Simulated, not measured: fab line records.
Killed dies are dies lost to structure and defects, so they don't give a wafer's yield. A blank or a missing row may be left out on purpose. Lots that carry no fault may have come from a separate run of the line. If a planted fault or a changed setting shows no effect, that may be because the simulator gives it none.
Chamber matching -- flow n5 finfet -- 4 sister chambers for N5_FIN_CUT_ETCH_20 on rie diel-05
The step etches SiARC in CF4, target depth 26 nm, time 43.3 s. 20 wafers are shown with their chamber, then 10 later ones without.

== WAFERS WITH THEIR CHAMBER ==
wafer,chamber,showerhead plenum p Torr (Torr),drypump motor current A (A),throttle valve pct (%)
L074.1,2,2.03,5.0,16.05
L074.3,3,2.11,6.2,15.65
L074.5,2,2.03,5.0,16.04
L075.2,1,2.29,5.6,15.72
L075.4,3,2.11,6.2,15.67
L075.6,2,2.03,5.0,16.03
L077.1,0,2.28,5.8,15.44
L077.4,2,2.03,5.0,16.05
L077.6,3,2.11,6.1,15.68
L081.1,1,2.29,5.6,15.70
L081.2,2,2.03,5.0,16.08
L081.6,0,2.27,5.8,15.47
L082.1,1,2.29,5.6,15.73
L082.4,3,2.11,6.1,15.22
L082.5,1,2.29,5.6,15.75
L084.2,2,2.03,5.0,16.09
L084.5,1,2.28,5.6,15.76
L084.6,0,2.27,5.8,15.49
L090.3,1,2.28,5.6,15.76
L090.4,0,2.27,5.8,15.49

SIGNATURES, as means of the wafers listed above
reading,chamber 0,chamber 1,chamber 2,chamber 3,scatter within a chamber
showerhead plenum p Torr,2.2725,2.2867,2.0300,2.1100,0.00361
drypump motor current A,5.800,5.600,5.000,6.150,0.025
throttle valve pct,15.4725,15.7367,16.0567,15.5550,0.0992
Rule: a wafer's distance from a chamber is the root of the sum, over the readings, of the square of ((its reading less the chamber's mean) divided by the reading's scatter). If the next closest chamber is less than 2 further off than the closest, the wafer can't be placed; otherwise it belongs to the closest. The scatter is the square root of a quotient: the sum, over the shown wafers, of each reading's squared deviation from its chamber's mean, divided by wafers minus chambers.

== WAFERS MISSING THEIR CHAMBER ==
wafer,showerhead plenum p Torr (Torr),drypump motor current A (A),throttle valve pct (%)
L090.6,2.28,5.6,15.77
L095.2,2.26,5.8,15.51
L095.5,2.28,5.6,15.78
L095.6,2.27,5.0,15.61
L096.1,2.28,5.6,15.79
L096.2,2.26,5.8,15.51
L096.5,2.28,5.6,15.79
L097.3,2.10,6.2,15.28
L097.4,2.27,5.0,15.61
L097.5,2.27,5.0,15.62

== WHICH CHAMBER EACH ONE RAN IN ==
wafer,from the rows above,in truth
L090.6,1,1
L095.2,0,0
L095.5,1,1
L095.6,1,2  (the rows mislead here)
L096.1,1,1
L096.2,0,0
L096.5,1,1
L097.3,3,3
L097.4,1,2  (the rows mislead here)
L097.5,1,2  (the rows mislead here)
Placed correctly: 7 of 10. Left unplaced by these rows: 0. 3 placed wrongly.
